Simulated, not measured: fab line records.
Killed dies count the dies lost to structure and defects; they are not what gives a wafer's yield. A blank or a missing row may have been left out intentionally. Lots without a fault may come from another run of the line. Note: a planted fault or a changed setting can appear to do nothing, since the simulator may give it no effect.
Which of the tools did it? | flow n5 finfet | 24 lots with 72 wafers sampled at 6 steps, on a route of 1938 steps

== WHAT THE GAUGES READ, wafer by wafer ==
The record lacks any reading of a measuring or inspecting step that a usual standard deviation could be used to judge.

== TOOL THAT RAN EACH LOT (tool first, then ch and the chambers of the sampled wafers, then the start) ==
lot  | N5_HKMG_FIN_STRIP_60                | N5_HKMG_FIN_ALD_36                 | N5_HKMG_FIN_ETCH_35               | N5_HKMG_FIN_ETCH_86               | N5_HKMG_FIN_ETCHBACK_68           | N5_HKMG_FIN_W_FILL_22
L074 | plasma asher-02 ch 0,1, day 4 01:53 | ald metal-03 ch 0,1,3, day 4 03:08 | rie diel-06 ch 0,2, day 4 04:47   | rie diel-02 ch 0,1,3, day 4 05:49 | rie metal-03 ch 0,1, day 4 07:09  | cvd w-01 ch 0,1, day 4 08:04
L075 | plasma asher-02 ch 0,1, day 4 08:00 | ald metal-04 ch 0,1, day 4 09:15   | rie diel-02 ch 0,2, day 4 10:56   | rie diel-01 ch 1,2,3, day 4 11:56 | rie metal-03 ch 0,1, day 4 13:17  | cvd w-01 ch 0,1, day 4 14:14
L076 | plasma asher-02 ch 0,1, day 4 13:53 | ald metal-02 ch 1,2, day 4 15:08   | rie diel-01 ch 0,1,3, day 4 16:53 | rie diel-01 ch 1,2, day 4 17:58   | rie metal-01 ch 0,1, day 4 19:16  | cvd w-01 ch 0, day 4 20:13
L077 | plasma asher-02 ch 0,1, day 4 17:05 | ald metal-02 ch 0,1,3, day 4 18:24 | rie diel-01 ch 1,2,3, day 4 20:06 | rie diel-02 ch 0,1,2, day 4 21:07 | rie metal-02 ch 1, day 4 22:25    | cvd w-02 ch 0,1, day 4 23:29
L078 | plasma asher-01 ch 0, day 5 00:09   | ald metal-02 ch 0,2, day 5 01:37   | rie diel-02 ch 1,3, day 5 03:10   | rie diel-01 ch 0,1,2, day 5 04:16 | rie metal-01 ch 0,1, day 5 05:35  | cvd w-02 ch 0,1, day 5 06:32
L079 | plasma asher-01 ch 0,1, day 5 08:19 | ald metal-03 ch 2,3, day 5 09:34   | rie diel-06 ch 1,2, day 5 11:06   | rie diel-02 ch 0,1,3, day 5 12:26 | rie metal-02 ch 0,1, day 5 13:49  | cvd w-01 ch 0,1, day 5 14:46
L080 | plasma asher-02 ch 0,1, day 5 17:56 | ald metal-03 ch 0,1,3, day 5 19:36 | rie diel-06 ch 0,1,3, day 5 21:14 | rie diel-01 ch 0,1,3, day 5 22:16 | rie metal-02 ch 0,1, day 5 23:35  | cvd w-02 ch 0,1, day 6 00:31
L081 | plasma asher-02 ch 0,1, day 5 20:44 | ald metal-04 ch 0,2,3, day 5 22:00 | rie diel-02 ch 0,2,3, day 5 23:25 | rie diel-01 ch 1,2,3, day 6 00:26 | rie metal-02 ch 0,1, day 6 01:50  | cvd w-02 ch 0,1, day 6 02:47
L082 | plasma asher-02 ch 0,1, day 6 04:00 | ald metal-02 ch 0,2,3, day 6 05:09 | rie diel-02 ch 0,1,2, day 6 06:34 | rie diel-02 ch 0,1,3, day 6 07:38 | rie metal-03 ch 0, day 6 09:22    | cvd w-02 ch 0,1, day 6 10:20
L083 | plasma asher-02 ch 0,1, day 6 05:27 | ald metal-03 ch 2,3, day 6 06:43   | rie diel-06 ch 0,1, day 6 08:15   | rie diel-02 ch 1,2,3, day 6 09:19 | rie metal-01 ch 0,1, day 6 10:38  | cvd w-01 ch 0,1, day 6 11:35
L084 | plasma asher-01 ch 0,1, day 6 11:18 | ald metal-04 ch 0,2,3, day 6 12:31 | rie diel-01 ch 0,2, day 6 14:04   | rie diel-06 ch 0,3, day 6 15:06   | rie metal-02 ch 0,1, day 6 16:26  | cvd w-02 ch 0,1, day 6 17:22
L085 | plasma asher-02 ch 1, day 6 21:26   | ald metal-03 ch 0,3, day 6 22:49   | rie diel-02 ch 0,3, day 7 00:14   | rie diel-02 ch 0,3, day 7 01:22   | rie metal-02 ch 0,1, day 7 02:41  | cvd w-01 ch 0,1, day 7 03:38
L086 | plasma asher-02 ch 0,1, day 6 23:15 | ald metal-03 ch 0,1,2, day 7 00:23 | rie diel-02 ch 2,3, day 7 01:50   | rie diel-06 ch 0,2,3, day 7 02:51 | rie metal-02 ch 0,1, day 7 04:17  | cvd w-02 ch 0,1, day 7 05:13
L087 | plasma asher-02 ch 0,1, day 7 07:45 | ald metal-04 ch 1,2,3, day 7 08:53 | rie diel-06 ch 2,3, day 7 10:56   | rie diel-01 ch 0,2, day 7 11:57   | rie metal-03 ch 0,1, day 7 13:17  | cvd w-01 ch 0,1, day 7 14:12
L088 | plasma asher-01 ch 0,1, day 7 11:51 | ald metal-02 ch 1,2, day 7 13:09   | rie diel-06 ch 0,2,3, day 7 15:18 | rie diel-02 ch 0,1,2, day 7 16:19 | rie metal-02 ch 0,1, day 7 17:36  | cvd w-01 ch 0,1, day 7 18:33
L089 | plasma asher-02 ch 0, day 7 18:43   | ald metal-03 ch 0,2,3, day 7 20:14 | rie diel-06 ch 2,3, day 7 21:40   | rie diel-01 ch 0,2,3, day 7 22:41 | rie metal-03 ch 0,1, day 7 23:58  | cvd w-02 ch 0,1, day 8 00:55
L090 | plasma asher-02 ch 1, day 8 01:06   | ald metal-02 ch 0,2, day 8 02:20   | rie diel-02 ch 0,1, day 8 03:53   | rie diel-06 ch 0,2,3, day 8 04:58 | rie metal-03 ch 0,1, day 8 06:17  | cvd w-01 ch 1, day 8 07:14
L091 | plasma asher-01 ch 0,1, day 8 07:11 | ald metal-03 ch 0,1,2, day 8 08:26 | rie diel-02 ch 1,3, day 8 10:08   | rie diel-01 ch 0,1,2, day 8 11:15 | rie metal-02 ch 0,1, day 8 12:42  | cvd w-01 ch 0,1, day 8 13:39
L092 | plasma asher-01 ch 0,1, day 8 11:14 | ald metal-03 ch 1,2, day 8 12:23   | rie diel-06 ch 1,2,3, day 8 14:02 | rie diel-06 ch 0,2,3, day 8 15:05 | rie metal-02 ch 0,1, day 8 16:31  | cvd w-01 ch 0,1, day 8 17:26
L093 | plasma asher-01 ch 0,1, day 8 18:16 | ald metal-04 ch 1,2,3, day 8 19:32 | rie diel-06 ch 0,1,3, day 8 21:04 | rie diel-06 ch 0,2,3, day 8 22:06 | rie metal-01 ch 0,1, day 8 23:25  | cvd w-02 ch 0,1, day 9 00:22
L094 | plasma asher-01 ch 0,1, day 9 00:01 | ald metal-03 ch 1,2, day 9 01:19   | rie diel-06 ch 0,3, day 9 02:44   | rie diel-01 ch 2,3, day 9 03:50   | rie metal-02 ch 0, day 9 05:10    | cvd w-02 ch 0,1, day 9 06:12
L095 | plasma asher-01 ch 0,1, day 9 04:53 | ald metal-04 ch 1,2,3, day 9 06:08 | rie diel-02 ch 1,3, day 9 07:41   | rie diel-01 ch 0,1,2, day 9 08:55 | rie metal-03 ch 0,1, day 9 10:24  | cvd w-02 ch 0,1, day 9 11:21
L096 | plasma asher-01 ch 0,1, day 9 10:49 | ald metal-03 ch 0,1,3, day 9 12:06 | rie diel-02 ch 1,2,3, day 9 13:39 | rie diel-01 ch 0,1,3, day 9 14:40 | rie metal-03 ch 0,1, day 9 16:20  | cvd w-02 ch 0,1, day 9 17:17
L097 | plasma asher-02 ch 0,1, day 9 20:52 | ald metal-02 ch 1,2,3, day 9 22:07 | rie diel-06 ch 1,2,3, day 9 23:40 | rie diel-01 ch 1,3, day 10 00:50  | rie metal-02 ch 0,1, day 10 02:08 | cvd w-01 ch 0,1, day 10 03:05
- N5_HKMG_FIN_STRIP_60: strips in N2/H2, time 360 s.
- N5_HKMG_FIN_ALD_36: deposits TiN, target thk 1 nm, pulse time 1 s, purge time 3 s.
- N5_HKMG_FIN_ETCH_35: etches SOC in N2/H2, target depth 215.8 nm, time 243.4 s.
- N5_HKMG_FIN_ETCH_86: etches SOC in N2/H2, stops on TiN, target depth 393.2 nm.
- N5_HKMG_FIN_ETCHBACK_68: etches the open film in Cl2/Ar, stops on HfO2, target depth 0.5 nm.
- N5_HKMG_FIN_W_FILL_22: material W, target thk 60 nm, time 18.2 s.

== WHAT THE TOOLS THEMSELVES READ (means of the sampled wafers that have a number; where no wafer has one, the mark that the record gives instead) ==
N5_HKMG_FIN_STRIP_60. Usual: drypump motor current A 5.5 A, standard deviation 0.36; heater power w 469 W, standard deviation 27.
lot  | tool            | drypump motor current A (A) | heater power w (W) | flag
L074 | plasma asher-02 | 5.3                         | 450                |
L075 | plasma asher-02 | 5.3                         | 453                |
L076 | plasma asher-02 | 5.3                         | 453                |
L077 | plasma asher-02 | 5.2                         | 475                |
L078 | plasma asher-01 | 5.6                         | 502                |
L079 | plasma asher-01 | 5.7                         | 491                |
L080 | plasma asher-02 | 5.3                         | 453                |
L081 | plasma asher-02 | 5.2                         | 473                |
L082 | plasma asher-02 | 5.3                         | 451                |
L083 | plasma asher-02 | 5.2                         | 466                |
L084 | plasma asher-01 | 6.0                         | 477                |
L085 | plasma asher-02 | 5.1                         | 489                |
L086 | plasma asher-02 | 5.2                         | 465                |
L087 | plasma asher-02 | 5.3                         | 455                |
L088 | plasma asher-01 | 5.8                         | 492                |
L089 | plasma asher-02 | 5.4                         | 435                |
L090 | plasma asher-02 | 5.1                         | 485                |
L091 | plasma asher-01 | 5.9                         | 472                |
L092 | plasma asher-01 | 5.9                         | 478                |
L093 | plasma asher-01 | 5.8                         | 494                |
L094 | plasma asher-01 | 6.0                         | 467                |
L095 | plasma asher-01 | 5.8                         | 485                |
L096 | plasma asher-01 | 5.8                         | 485                |
L097 | plasma asher-02 | 5.4                         | 460                |

N5_HKMG_FIN_ALD_36. Usual: heater power w 937 W, standard deviation 110; precursor pulse height rel 1.002, standard deviation 0.019.
lot  | tool         | heater power w (W) | precursor pulse height rel | flag
L074 | ald metal-03 | 932                | 0.990                      |
L075 | ald metal-04 | 1011               | 1.000                      |
L076 | ald metal-02 | 847                | 0.994                      |
L077 | ald metal-02 | 886                | 0.998                      |
L078 | ald metal-02 | 863                | 1.019                      |
L079 | ald metal-03 | 920                | 0.998                      |
L080 | ald metal-03 | 933                | 1.005                      |
L081 | ald metal-04 | 924                | 1.002                      |
L082 | ald metal-02 | 856                | 1.021                      |
L083 | ald metal-03 | 1000               | 0.998                      |
L084 | ald metal-04 | 919                | 0.994                      |
L085 | ald metal-03 | 853                | 0.995                      |
L086 | ald metal-03 | 1032               | 1.013                      |
L087 | ald metal-04 | 925                | 0.998                      |
L088 | ald metal-02 | 873                | 0.990                      |
L089 | ald metal-03 | 924                | 0.988                      |
L090 | ald metal-02 | 904                | 1.009                      |
L091 | ald metal-03 | 1041               | 0.990                      |
L092 | ald metal-03 | 1109               | 1.002                      |
L093 | ald metal-04 | 924                | 0.996                      |
L094 | ald metal-03 | 1104               | 1.013                      |
L095 | ald metal-04 | 929                | 0.997                      |
L096 | ald metal-03 | 931                | 0.989                      |
L097 | ald metal-02 | 836                | 1.001                      |

N5_HKMG_FIN_ETCH_35. Usual: drypump motor current A 5.7 A, standard deviation 0.38; oes product au 0.79 a.u., standard deviation 0.079; rf vpp V 141.8 V, standard deviation 1.2; showerhead plenum p Torr 2.57 Torr, standard deviation 0.11; throttle valve pct 17.93 %, standard deviation 0.21.
lot  | tool        | drypump motor current A (A) | oes product au (a.u.) | rf vpp V (V) | showerhead plenum p Torr (Torr) | throttle valve pct (%) | flag
L074 | rie diel-06 | 5.8                         | 0.77                  | 142.2        | 2.59                            | 17.94                  |
L075 | rie diel-02 | 5.6                         | 0.75                  | 142.4        | 2.56                            | 18.00                  |
L076 | rie diel-01 | 5.2                         | 0.73                  | 141.7        | 2.50                            | 18.02                  |
L077 | rie diel-01 | 5.3                         | 0.75                  | 140.3        | 2.47                            | 18.08                  |
L078 | rie diel-02 | 5.6                         | 0.79                  | 141.7        | 2.59                            | 17.82                  |
L079 | rie diel-06 | 6.2                         | 0.70                  | 140.7        | 2.45                            | 18.22                  |
L080 | rie diel-06 | 6.1                         | 0.83                  | 140.9        | 2.53                            | 17.84                  |
L081 | rie diel-02 | 5.7                         | 0.75                  | 141.8        | 2.57                            | 17.91                  |
L082 | rie diel-02 | 5.6                         | 0.78                  | 142.4        | 2.62                            | 18.06                  |
L083 | rie diel-06 | 5.8                         | 0.80                  | 141.7        | 2.59                            | 17.90                  |
L084 | rie diel-01 | 4.9                         | 0.74                  | 139.2        | 2.36                            | 18.02                  |
L085 | rie diel-02 | 5.8                         | 0.79                  | 141.9        | 2.62                            | 17.92                  |
L086 | rie diel-02 | 5.6                         | 0.73                  | 140.9        | 2.52                            | 17.81                  |
L087 | rie diel-06 | 6.0                         | 0.77                  | 141.7        | 2.52                            | 17.94                  |
L088 | rie diel-06 | 5.9                         | 0.82                  | 141.8        | 2.57                            | 17.80                  |
L089 | rie diel-06 | 6.0                         | 0.77                  | 141.8        | 2.52                            | 17.94                  |
L090 | rie diel-02 | 5.7                         | 0.80                  | 142.4        | 2.67                            | 18.07                  |
L091 | rie diel-02 | 5.5                         | 0.79                  | 143.0        | 2.63                            | 18.00                  |
L092 | rie diel-06 | 6.2                         | 0.85                  | 141.0        | 2.57                            | 17.89                  |
L093 | rie diel-06 | 6.1                         | 0.89                  | 143.2        | 2.62                            | 17.76                  |
L094 | rie diel-06 | 5.8                         | 0.84                  | 142.6        | 2.61                            | 17.71                  |
L095 | rie diel-02 | 5.5                         | 0.77                  | 141.8        | 2.63                            | 18.01                  |
L096 | rie diel-02 | 5.5                         | 0.74                  | 142.1        | 2.57                            | 17.98                  |
L097 | rie diel-06 | 6.2                         | 0.83                  | 141.9        | 2.57                            | 17.91                  |

N5_HKMG_FIN_ETCH_86. Usual: drypump motor current A 5.5 A, standard deviation 0.43; oes product au 0.78 a.u., standard deviation 0.081; rf vpp V 240.5 V, standard deviation 1.7; showerhead plenum p Torr 2.52 Torr, standard deviation 0.12; throttle valve pct 17.92 %, standard deviation 0.18.
lot  | tool        | drypump motor current A (A) | oes product au (a.u.) | rf vpp V (V) | showerhead plenum p Torr (Torr) | throttle valve pct (%) | flag
L074 | rie diel-02 | 5.7                         | 0.80                  | 242.9        | 2.64                            | 17.88                  |
L075 | rie diel-01 | 5.3                         | 0.75                  | 239.8        | 2.47                            | 18.04                  |
L076 | rie diel-01 | 5.2                         | 0.79                  | 238.5        | 2.42                            | 17.99                  |
L077 | rie diel-02 | 5.6                         | 0.79                  | 241.4        | 2.63                            | 18.00                  |
L078 | rie diel-01 | 5.1                         | 0.76                  | 238.6        | 2.41                            | 17.96                  |
L079 | rie diel-02 | 5.7                         | 0.80                  | 242.7        | 2.63                            | 17.90                  |
L080 | rie diel-01 | 5.3                         | 0.72                  | 240.3        | 2.50                            | 18.01                  |
L081 | rie diel-01 | 5.3                         | 0.73                  | 240.2        | 2.47                            | 18.06                  |
L082 | rie diel-02 | 5.7                         | 0.79                  | 242.8        | 2.63                            | 17.91                  |
L083 | rie diel-02 | 5.5                         | 0.76                  | 242.1        | 2.58                            | 17.90                  |
L084 | rie diel-06 | 5.8                         | 0.88                  | 242.1        | 2.62                            | 17.64                  |
L085 | rie diel-02 | 5.8                         | 0.77                  | 240.4        | 2.62                            | 17.89                  |
L086 | rie diel-06 | 5.9                         | 0.82                  | 241.0        | 2.57                            | 17.77                  |
L087 | rie diel-01 | 5.0                         | 0.71                  | 239.8        | 2.39                            | 17.95                  |
L088 | rie diel-02 | 5.6                         | 0.76                  | 241.5        | 2.62                            | 18.04                  |
L089 | rie diel-01 | 5.2                         | 0.79                  | 239.3        | 2.45                            | 17.89                  |
L090 | rie diel-06 | 5.9                         | 0.80                  | 240.5        | 2.57                            | 17.79                  |
L091 | rie diel-01 | 5.1                         | 0.74                  | 238.7        | 2.40                            | 18.01                  |
L092 | rie diel-06 | 5.9                         | 0.80                  | 241.1        | 2.56                            | 17.79                  |
L093 | rie diel-06 | 5.9                         | 0.80                  | 241.1        | 2.56                            | 17.80                  |
L094 | rie diel-01 | 5.1                         | 0.79                  | 239.6        | 2.42                            | 17.95                  |
L095 | rie diel-01 | 5.1                         | 0.73                  | 238.2        | 2.40                            | 18.02                  |
L096 | rie diel-01 | 5.3                         | 0.78                  | 240.3        | 2.49                            | 17.91                  |
L097 | rie diel-01 | 5.4                         | 0.81                  | 240.3        | 2.50                            | 17.96                  |

N5_HKMG_FIN_ETCHBACK_68. Usual: drypump motor current A 5.85 A, standard deviation 0.16; oes product au 0.80 a.u., standard deviation 0.13; throttle valve pct 20.8 %, standard deviation 0.3.
lot  | tool         | drypump motor current A (A) | oes product au (a.u.) | throttle valve pct (%) | flag
L074 | rie metal-03 | 5.75                        | 0.90                  | 20.6                   |
L075 | rie metal-03 | 5.78                        | 0.90                  | 20.6                   |
L076 | rie metal-01 | 5.74                        | 0.74                  | 20.9                   |
L077 | rie metal-02 | 5.83                        | 0.61                  | 21.0                   |
L078 | rie metal-01 | 5.75                        | 0.73                  | 20.9                   |
L079 | rie metal-02 | 5.92                        | 0.73                  | 20.9                   |
L080 | rie metal-02 | 5.91                        | 0.72                  | 20.9                   |
L081 | rie metal-02 | 5.92                        | 0.72                  | 20.9                   |
L082 | rie metal-03 | 5.84                        | 0.88                  | 20.3                   |
L083 | rie metal-01 | 5.87                        | 0.80                  | 20.8                   |
L084 | rie metal-02 | 5.90                        | 0.71                  | 20.9                   |
L085 | rie metal-02 | 5.98                        | 0.81                  | 20.8                   |
L086 | rie metal-02 | 5.91                        | 0.71                  | 20.9                   |
L087 | rie metal-03 | 5.67                        | 0.84                  | 20.9                   |
L088 | rie metal-02 | 5.97                        | 0.80                  | 20.8                   |
L089 | rie metal-03 | 5.66                        | 0.83                  | 20.9                   |
L090 | rie metal-03 | 5.66                        | 0.83                  | 20.9                   |
L091 | rie metal-02 | 5.97                        | 0.80                  | 20.8                   |
L092 | rie metal-02 | 5.91                        | 0.69                  | 20.9                   |
L093 | rie metal-01 | 5.75                        | 0.71                  | 21.0                   |
L094 | rie metal-02 | 6.05                        | 0.89                  | 20.7                   |
L095 | rie metal-03 | 5.75                        | 0.84                  | 20.6                   |
L096 | rie metal-03 | 5.67                        | 0.82                  | 20.9                   |
L097 | rie metal-02 | 5.93                        | 0.95                  | 20.6                   |

N5_HKMG_FIN_W_FILL_22. Usual: heater power w 842 W, standard deviation 68; throttle valve pct 19.3 %, standard deviation 0.48.
lot  | tool     | heater power w (W) | throttle valve pct (%) | flag
L074 | cvd w-01 | 836                | 19.0                   |
L075 | cvd w-01 | 846                | 19.0                   |
L076 | cvd w-01 | 806                | 19.7                   |
L077 | cvd w-02 | 822                | 19.2                   |
L078 | cvd w-02 | 814                | 19.1                   |
L079 | cvd w-01 | 833                | 19.4                   |
L080 | cvd w-02 | 841                | 19.3                   |
L081 | cvd w-02 | 870                | 19.3                   |
L082 | cvd w-02 | 821                | 19.2                   |
L083 | cvd w-01 | 823                | 19.5                   |
L084 | cvd w-02 | 814                | 19.4                   |
L085 | cvd w-01 | 826                | 19.6                   |
L086 | cvd w-02 | 873                | 19.1                   |
L087 | cvd w-01 | 849                | 19.0                   |
L088 | cvd w-01 | 824                | 19.5                   |
L089 | cvd w-02 | 884                | 19.1                   |
L090 | cvd w-01 | 865                | 18.7                   |
L091 | cvd w-01 | 828                | 19.5                   |
L092 | cvd w-01 | 821                | 19.3                   |
L093 | cvd w-02 | 829                | 19.3                   |
L094 | cvd w-02 | 870                | 19.5                   |
L095 | cvd w-02 | 822                | 19.4                   |
L096 | cvd w-02 | 816                | 19.4                   |
L097 | cvd w-01 | 828                | 19.6                   |

== THE ANSWER, worked out from the rows above alone ==
Rule: take the mean of a lot's wafers that have a number; if it is more than 3 standard deviations from the usual mean, the lot is off. Also off: a lot with no number at a reading for which 4 or more lots have one. Any other lot the step has rows for is counted as sound. First the gauges in route order, then the tools' own readings, where a lot's mean is used as printed above. The first step at which some lot is off is used, and at that step the reading that is off furthest; a lot without a number counts as furthest.
None of the lots is off at any reading shown; this tells nothing.

== WHAT HAD BEEN PUT IN BY THE SIMULATOR ==
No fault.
